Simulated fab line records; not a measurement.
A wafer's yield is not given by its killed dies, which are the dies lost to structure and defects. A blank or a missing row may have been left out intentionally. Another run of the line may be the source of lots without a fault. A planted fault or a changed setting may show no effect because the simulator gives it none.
Chamber matching || flow nand-harc || NHARC_P_M0_DEP_32 on pecvd-04: 3 sister chambers
The step deposits SiCN, target thk 30 nm. 6 wafers are shown with their chamber, then 8 later ones without.

== WAFERS WITH THEIR CHAMBER ==
{"wafer": "L723.3", "chamber": 2, "chamber-pressure-Torr (Torr)": 2.999, "heater-power-outer-w (W)": 281}
{"wafer": "L728.4", "chamber": 1, "chamber-pressure-Torr (Torr)": 2.998, "heater-power-outer-w (W)": 299}
{"wafer": "L739.2", "chamber": 1, "chamber-pressure-Torr (Torr)": 3.001, "heater-power-outer-w (W)": 304}
{"wafer": "L739.3", "chamber": 2, "chamber-pressure-Torr (Torr)": 3.007, "heater-power-outer-w (W)": 320}
{"wafer": "L739.6", "chamber": 0, "chamber-pressure-Torr (Torr)": 2.994, "heater-power-outer-w (W)": 291}
{"wafer": "L741.1", "chamber": 0, "chamber-pressure-Torr (Torr)": 3.002, "heater-power-outer-w (W)": 314}

== WAFERS WITH NO CHAMBER GIVEN ==
{"wafer": "L741.3", "chamber-pressure-Torr (Torr)": 3.000, "heater-power-outer-w (W)": 305}
{"wafer": "L741.6", "chamber-pressure-Torr (Torr)": 2.990, "heater-power-outer-w (W)": 310}
{"wafer": "L743.2", "chamber-pressure-Torr (Torr)": 2.988, "heater-power-outer-w (W)": 325}
{"wafer": "L743.4", "chamber-pressure-Torr (Torr)": 2.995, "heater-power-outer-w (W)": 268}
{"wafer": "L743.5", "chamber-pressure-Torr (Torr)": 2.985, "heater-power-outer-w (W)": 335}
{"wafer": "L744.3", "chamber-pressure-Torr (Torr)": 2.995, "heater-power-outer-w (W)": 307}
{"wafer": "L744.4", "chamber-pressure-Torr (Torr)": 3.009, "heater-power-outer-w (W)": 334}
{"wafer": "L744.5", "chamber-pressure-Torr (Torr)": 3.007, "heater-power-outer-w (W)": 342}

== THE CHAMBER EACH PASSED THROUGH ==
{"wafer": "L741.3", "from the rows above": "can't be placed: 1 or 0 or 2", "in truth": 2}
{"wafer": "L741.6", "from the rows above": "can't be placed: 0 or 1 or 2", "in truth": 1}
{"wafer": "L743.2", "from the rows above": "can't be placed: 0 or 1 or 2", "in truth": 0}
{"wafer": "L743.4", "from the rows above": "can't be placed: 0 or 1 or 2", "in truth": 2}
{"wafer": "L743.5", "from the rows above": "can't be placed: 0 or 1 or 2", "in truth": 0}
{"wafer": "L744.3", "from the rows above": "can't be placed: 0 or 1 or 2", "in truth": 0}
{"wafer": "L744.4", "from the rows above": "can't be placed: 2 or 1 or 0", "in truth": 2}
{"wafer": "L744.5", "from the rows above": "can't be placed: 2 or 1 or 0", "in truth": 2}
Correct placement for 0 of the 8. Can't be placed from these rows: 8 (the true chamber is among the candidates in 8). Placed wrongly: 0.
How it was worked out, from the rows above alone: a wafer's distance from a chamber is the root of the sum, over the readings, of the square of ((its reading less the chamber's mean) divided by the reading's scatter). If the next closest chamber is less than 2 further off than the closest, the wafer can't be placed; otherwise it belongs to the closest. Each chamber's mean is taken over the wafers shown for it. The scatter is the square root of a quotient: the sum, over the shown wafers, of each reading's squared deviation from its chamber's mean, divided by wafers minus chambers.
